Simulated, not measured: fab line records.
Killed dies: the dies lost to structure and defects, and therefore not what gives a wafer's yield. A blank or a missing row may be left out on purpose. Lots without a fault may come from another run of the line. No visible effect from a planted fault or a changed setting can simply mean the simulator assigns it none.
fab line records    flow nandHarc
record: lots: 13  wafers: 39  lastDay: 32
route steps=1302 shown P_STI@100 P_GATE@132 END@1302
lots untouched by any fault: they come from a run of this same line in which no faults occurred
startH: hours from the record's opening day to when the first of the lot's shown wafers began    waitH: hours elapsed since this lot's preceding step    " identical to the entry in the row above    L1.1+2: one row covering several wafers at once    - no value, or no start was given    * or withheld: withheld    < > ~ a bound
route shown NAME@n: NAME is a module with steps in the file, n the number in the route of the first one    usual: mean/standard deviation taken from wafers without a fault    same: alike in all rows    chamber/n: place in a boat    sites: each site's reading    _std_site: the values' standard deviation    _edge_site: inner sites' mean taken away from outer sites' mean    radiusMm: for every site, how far away it sits from the centre of the wafer    mask NAME#n: copy n    behind: tool/chamber where the wafer was last shaped    hold: why the lot went on hold/how many hours it stayed there/how the hold came to an end    device: whichever transistor did not switch (one of n, p or np)    end of line: the same wafers' tests at the end of the route    a step without rows: its recipe alone    killed: at the first sort, the dies lost to defects and structure; wafer yield is something else    map: a wafer's dies, x killed, . not, _ none there
set.NAME: setting as actually run; set.NAME@STEP: the setting as run at that earlier step    model.NAME: the simulator's own value behind a step, which no gauge read
a sample of lots followed through the steps of the route, with each step as a table and each wafer as a row
services: when a tool's chamber went out of use (startH, in hours from the record's first day, below 0 if earlier), for how many hours, and the reason
== steps ==
step: NHARC_P_STI_CMP_21
recipe: tOverpolishS: 20  targetThkNm: 380.67
usual: motorCurrentA: 11.9/1.3  overpolishRunS: 20.000/0.0098
lot.wafer  tool    chamber  startH  waitH  motorCurrentA  overpolishRunS
L796.2     cmp-04  1        44.27   0.4    12.2           19.996
L796.3     "       2        "       "      10.1           19.989
L796.6     "       0        "       "      11.9           19.991
L798.2     cmp-03  3        59.15   0.4    11.5           20.014
L798.4     "       0        "       "      11.8           19.993
L798.5     "       2        "       "      12.2           19.988
L799.4     cmp-02  0        76.09   0.4    12.6           19.994
L799.3     "       1        "       "      10.1           20.008
L799.5     "       0        "       "      12.8           19.992
L800.4     cmp-03  2        80.59   0.4    13.1           20.007
L800.1     "       0        "       "      11.7           20.000
L800.6     "       1        "       "      11.6           19.990
L802.3     cmp-04  2        99.66   0.4    10.0           20.002
L802.1     "       0        "       "      11.6           19.997
L802.5     "       2        "       "      9.8            19.989
L806.1     cmp-04  2        139.04  0.4    9.3            20.002
L806.4     "       3        "       "      14.5           19.989
L806.2     "       1        "       "      12.3           20.010
L807.3     cmp-04  2        147.21  0.4    9.8            20.003
L807.1     "       0        "       "      11.5           19.985
L807.6     "       1        "       "      12.7           19.999
L808.2     cmp-03  0        158.39  0.4    11.7           20.000
L808.3     "       1        "       "      11.7           20.016
L808.6     "       3        "       "      11.3           20.007
L810.2     cmp-03  1        183.40  0.4    11.3           20.003
L810.4     "       2        "       "      12.6           20.026
L810.5     "       3        "       "      11.7           19.999
L813.1     cmp-03  1        208.60  0.4    12.2           19.989
L813.5     "       2        "       "      13.1           20.015
L813.6     "       3        "       "      11.5           20.005
L814.3     cmp-02  3        222.31  0.4    11.1           20.002
L814.6     "       0        "       "      13.1           20.001
L814.5     "       1        "       "      9.5            20.008
L815.3     cmp-02  2        236.86  0.4    11.5           20.012
L815.2     "       3        "       "      11.7           19.996
L815.4     "       1        "       "      10.4           19.989
L816.4     cmp-04  2        236.86  0.4    9.5            19.994
L816.6     "       2        "       "      9.7            20.019
L816.5     "       3        "       "      14.6           20.004
step: NHARC_P_STI_INSPECT_25
usual: rawDefectCount: 222/78
lot.wafer  tool              chamber  startH  waitH  rawDefectCount
L796.2     defectInspect-02  -        54.50   0.4    249
L796.3     "                 -        "       "      259
L796.6     "                 -        "       "      338
L798.2     defectInspect-02  -        67.92   0.4    223
L798.4     "                 -        "       "      168
L798.5     "                 -        "       "      368
L800.1     defectInspect-02  -        87.11   0.4    161
L800.4     "                 -        "       "      122
L800.6     "                 -        "       "      165
L799.3     defectInspect-01  -        87.11   0.4    186
L799.4     "                 -        "       "      125
L799.5     "                 -        "       "      163
L802.1     defectInspect-01  -        111.36  0.4    201
L802.3     "                 -        "       "      212
L802.5     "                 -        "       "      193
L806.1     defectInspect-02  -        149.91  0.4    167
L806.2     "                 -        "       "      183
L806.4     "                 -        "       "      190
L807.1     defectInspect-02  -        154.94  0.4    253
L807.3     "                 -        "       "      236
L807.6     "                 -        "       "      270
L808.2     defectInspect-02  -        167.46  0.4    301
L808.3     "                 -        "       "      394
L808.6     "                 -        "       "      267
L810.2     defectInspect-01  -        191.55  0.4    151
L810.4     "                 -        "       "      144
L810.5     "                 -        "       "      173
L813.1     defectInspect-01  -        220.26  0.4    248
L813.5     "                 -        "       "      213
L813.6     "                 -        "       "      174
L814.3     defectInspect-02  -        232.29  0.4    173
L814.5     "                 -        "       "      206
L814.6     "                 -        "       "      318
L815.2     defectInspect-01  -        246.15  0.4    329
L815.3     "                 -        "       "      292
L815.4     "                 -        "       "      166
L816.4     defectInspect-02  -        246.15  0.4    275
L816.5     "                 -        "       "      143
L816.6     "                 -        "       "      146
step: NHARC_P_GATE_DEP_103
recipe: targetThkA: 300  targetThkNm: 30  tempC: 400  flowSccm: 200  rfW: 350  material: SiON
usual: heaterPowerW: 755/64
lot.wafer  tool      chamber  startH  waitH  heaterPowerW
L796.3     pecvd-04  1        77.65   0.3    524
L796.2     "         0        "       "      759
L796.6     "         1        "       "      521
L798.2     pecvd-02  0        91.16   0.5    776
L798.4     "         2        "       "      770
L798.5     "         0        "       "      780
L799.4     pecvd-02  2        111.79  0.3    699
L799.3     "         1        "       "      667
L799.5     "         2        "       "      697
L800.1     pecvd-02  1        112.43  0.6    784
L800.4     "         2        "       "      734
L800.6     "         1        "       "      775
L802.3     pecvd-02  1        133.18  0.4    698
L802.1     "         2        "       "      833
L802.5     "         0        "       "      843
L806.2     pecvd-02  2        176.25  0.4    726
L806.1     "         0        "       "      831
L806.4     "         2        "       "      722
L807.3     pecvd-01  0        180.31  0.4    707
L807.1     "         1        "       "      717
L807.6     "         1        "       "      710
L808.2     pecvd-01  1        193.65  0.4    735
L808.3     "         2        "       "      780
L808.6     "         1        "       "      733
L810.2     pecvd-01  0        214.08  0.5    844
L810.5     "         2        "       "      699
L810.4     "         0        "       "      818
L813.1     pecvd-02  0        248.38  1.1    811
L813.5     "         2        "       "      881
L813.6     "         1        "       "      794
L814.3     pecvd-02  2        255.68  0.3    726
L814.5     "         2        "       "      756
L814.6     "         0        "       "      773
L816.5     pecvd-01  1        270.26  0.3    701
L816.4     "         2        "       "      696
L816.6     "         0        "       "      835
L815.3     pecvd-02  1        270.34  0.3    659
L815.2     "         2        "       "      795
L815.4     "         1        "       "      675
step: NHARC_P_GATE_PEB_24
recipe: pebTempC: 100  pebTimeS: 65
usual: heaterPowerTotalW: 156.6/0.43
lot.wafer  tool           chamber  startH  waitH  heaterPowerTotalW
L796.2     lithoTrack-01  0        78.13   0.1    156.9
L796.3     "              0        "       "      157.1
L796.6     "              0        "       "      156.0
L798.2     lithoTrack-04  0        91.73   0.1    156.4
L798.4     "              0        "       "      157.0
L798.5     "              0        "       "      157.2
L799.3     lithoTrack-06  0        112.27  0.0    157.0
L799.4     "              0        "       "      156.9
L799.5     "              0        "       "      155.9
L800.1     lithoTrack-01  0        113.11  0.1    156.2
L800.4     "              0        "       "      155.9
L800.6     "              0        "       "      157.0
L802.1     lithoTrack-06  0        133.75  0.1    156.4
L802.3     "              0        "       "      157.1
L802.5     "              0        "       "      156.4
L806.1     lithoTrack-01  0        176.85  0.1    156.6
L806.2     "              0        "       "      156.5
L806.4     "              0        "       "      157.0
L807.1     lithoTrack-01  0        180.88  0.1    156.3
L807.3     "              0        "       "      156.3
L807.6     "              0        "       "      156.1
L808.2     lithoTrack-06  0        194.12  0.1    157.2
L808.3     "              0        "       "      156.1
L808.6     "              0        "       "      156.3
L810.2     lithoTrack-06  0        214.62  0.1    157.0
L810.4     "              0        "       "      157.1
L810.5     "              0        "       "      156.4
L813.1     lithoTrack-01  0        248.97  0.1    437.4
L813.5     "              0        "       "      434.0
L813.6     "              0        "       "      435.0
L814.3     lithoTrack-06  0        256.16  0.0    156.3
L814.5     "              0        "       "      156.1
L814.6     "              0        "       "      156.4
L816.4     lithoTrack-06  0        270.80  0.0    157.0
L816.5     "              0        "       "      156.3
L816.6     "              0        "       "      156.9
L815.2     lithoTrack-01  0        270.95  0.1    436.0
L815.3     "              0        "       "      435.5
L815.4     "              0        "       "      436.4
step: NHARC_P_GATE_CD_MEAS_26
recipe: targetCdNm: 120  landingEnergyEv: 500
usual: cdNm: 119.5/0.79
lot.wafer  tool      chamber  startH  waitH  cdNm
L796.2     cdSem-03  0        78.21   -      119.6
L796.3     "         0        "       "      118.8
L796.6     "         0        "       "      118.7
L798.2     cdSem-02  0        91.81   -      120.2
L798.4     "         0        "       "      120.4
L798.5     "         0        "       "      119.6
L799.3     cdSem-03  0        112.35  -      118.4
L799.4     "         0        "       "      119.7
L799.5     "         0        "       "      119.3
L800.1     cdSem-01  0        113.19  -      118.5
L800.4     "         0        "       "      118.7
L800.6     "         0        "       "      118.8
L802.1     cdSem-01  0        133.83  -      119.0
L802.3     "         0        "       "      119.4
L802.5     "         0        "       "      120.1
L806.1     cdSem-02  0        176.93  -      120.3
L806.2     "         0        "       "      119.2
L806.4     "         0        "       "      119.3
L807.1     cdSem-03  0        180.96  -      119.5
L807.3     "         0        "       "      118.3
L807.6     "         0        "       "      118.7
L808.2     cdSem-01  0        194.20  -      119.1
L808.3     "         0        "       "      118.4
L808.6     "         0        "       "      119.0
L810.2     cdSem-03  0        214.70  -      119.2
L810.4     "         0        "       "      118.7
L810.5     "         0        "       "      119.4
L813.1     cdSem-03  0        249.05  -      222.6
L813.5     "         0        "       "      222.9
L813.6     "         0        "       "      222.7
L814.3     cdSem-02  0        256.25  -      120.1
L814.5     "         0        "       "      119.6
L814.6     "         0        "       "      119.4
L816.4     cdSem-03  0        270.88  -      118.8
L816.5     "         0        "       "      119.7
L816.6     "         0        "       "      119.5
L815.2     cdSem-01  0        271.03  -      223.4
L815.3     "         0        "       "      223.3
L815.4     "         0        "       "      224.1
step: NHARC_END_SORT_01
recipe: tempC: 25
usual: killedAtArray: 62/18  killedAtOther: 0.9/1.2  killedAtPeriphery: 4.2/2.9  killedDies: 67/17  killedOpen: 3.6/1.9  killedShort: 2.5/1.6
same: grossDies: 677
lot.wafer  tool       chamber  startH  waitH  killedAtArray  killedAtOther  killedAtPeriphery  killedDies  killedOpen  killedShort
L813.1     prober-01  0        709.94  2.5    73             0              604                677         6           4
L813.5     prober-01  0        713.07  3.6    72             0              605                677         7           2
L813.6     prober-01  0        713.86  3.9    81             3              593                677         7           0
L815.2     prober-02  0        754.73  2.8    36             0              641                677         7           4
L815.3     prober-02  0        755.53  3.1    46             1              630                677         3           3
L815.4     prober-02  0        756.34  3.4    40             1              636                677         4           3
killed by level:class
L813.1 P_GATE:areaPeb=601 A_CHANNEL_HOLE_D2:chamberFilmFlake=29 A_CHANNEL_HOLE_D1:chamberFilmFlake=20 A_STAIRCASE:chamberFilmFlake=7 A_SLIT:chamberFilmFlake=4 A_ONON_D2:geometricParticle:open=2 P_GATE:chamberFilmFlake=2 A_BONDPAD:chamberFilmFlake=2
L813.5 P_GATE:areaPeb=600 A_CHANNEL_HOLE_D1:chamberFilmFlake=31 A_CHANNEL_HOLE_D2:chamberFilmFlake=22 A_STAIRCASE:chamberFilmFlake=4 P_ZERO_WELL:chamberFilmFlake=3 A_SLIT:chamberFilmFlake=3 A_CONTACT:chamberFilmFlake=3 A_CHANNEL_FILL_D2:geometricParticle:open=2
L813.6 P_GATE:areaPeb=587 A_CHANNEL_HOLE_D1:chamberFilmFlake=31 A_CHANNEL_HOLE_D2:chamberFilmFlake=22 A_CONTACT:chamberFilmFlake=8 A_BONDPAD:chamberFilmFlake=7 A_SLIT:chamberFilmFlake=4 THIN_TSV:chamberFilmFlake=3 A_CONTACT:geometricParticle:open=2
L815.2 P_GATE:areaPeb=637 A_CHANNEL_HOLE_D1:chamberFilmFlake=9 A_SLIT:chamberFilmFlake=5 A_STAIRCASE:chamberFilmFlake=4 A_CHANNEL_HOLE_D2:geometricParticle:open=2 A_BLC:geometricParticle:open=2 P_GATE:chamberFilmFlake=2 A_DECK1_JOINT:chamberFilmFlake=2
L815.3 P_GATE:areaPeb=625 A_CHANNEL_HOLE_D1:chamberFilmFlake=22 A_SLIT:chamberFilmFlake=6 A_CHANNEL_HOLE_D2:chamberFilmFlake=5 A_STAIRCASE:chamberFilmFlake=5 P_GATE:chamberFilmFlake=3 A_ONON_D1:geometricParticle:short=1 A_CHANNEL_FILL_D1:geometricParticle:open=1
L815.4 P_GATE:areaPeb=631 A_CHANNEL_HOLE_D1:chamberFilmFlake=11 A_SLIT:chamberFilmFlake=9 A_CHANNEL_HOLE_D2:chamberFilmFlake=5 A_STAIRCASE:chamberFilmFlake=5 A_CONTACT:chamberFilmFlake=3 P_GATE:chamberFilmFlake=2 P_CONTACT:geometricParticle:open=1
== services ==
tool           chamber  startH  hours  kind
pecvd-02       -        22.15   13.0   pm
cmp-02         -        31.04   0.5    repair
cmp-03         -        40.14   4.0    pm
cmp-03         -        54.77   1.1    repair
cmp-03         -        66.81   10.6   repair
cmp-04         -        88.39   4.0    pm
cmp-02         -        96.05   0.3    repair
pecvd-01       -        106.03  13.0   pm
pecvd-02       0        107.21  6.2    repair
cmp-02         -        110.58  4.0    pm
cmp-02         -        118.72  1.4    repair
lithoTrack-01  -        131.00  7.0    pm
cmp-03         -        138.14  4.0    pm
pecvd-01       -        151.61  0.8    repair
lithoTrack-06  -        155.00  7.0    pm
pecvd-02       0        165.12  6.7    repair
cmp-04         -        186.39  4.0    pm
pecvd-02       -        191.87  0.7    repair
pecvd-02       -        203.37  13.0   pm
cmp-03         -        236.14  4.0    pm
cmp-04         -        242.27  0.7    repair
pecvd-01       2        250.12  6.0    repair
pecvd-01       -        254.87  1.4    repair
cmp-04         -        270.93  1.7    repair
== key ==
firstSign: step: NHARC_P_GATE_PEB_24  reading: heaterPowerTotalW  direction: up  sigmas: 99+  usual: *  struck: *
effect: step: NHARC_P_GATE_CD_MEAS_26  reading: cdNm  direction: up  sigmas: 99+  usual: 119.5  struck: 223.2
effect: step: NHARC_END_SORT_01  reading: killedAtPeriphery  direction: up  sigmas: 99+  usual: 4.2  struck: 618.2
moreKillsBornAt: NHARC_P_GATE_PEB_24@lithoTrack-01: 3681
metAt NHARC_P_GATE_PEB_24
struckLots L813,L815
laterRowsLeftOut L813.1,L813.5,L813.6,L815.2,L815.3,L815.4
testerLeftOut L813,L815
notActingAt NHARC_P_STI_CMP_21,NHARC_P_STI_INSPECT_25,NHARC_P_GATE_DEP_103
onsetBetween 180.88 248.97
fault: kind: processParameterDrift  tool: lithoTrack-01  chamber: -  onsetH: 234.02  steps: NHARC_P_GATE_PEB_24  channel: pebTimeS  offset: *  shape: step  endH: 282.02  actsIn: *  stated: *
testerLeftOut: of these lots the tester's yield and bins aren't shown, on N5 and GAA mostly nor the transistor test; their killed dies are dies lost to structure and defects alone, not to doping, threshold or leakage, so they don't give the yield
laterRowsLeftOut: the simulator's readings of these wafers behind a module that went badly wrong aren't trusted and aren't shown, but for the sort
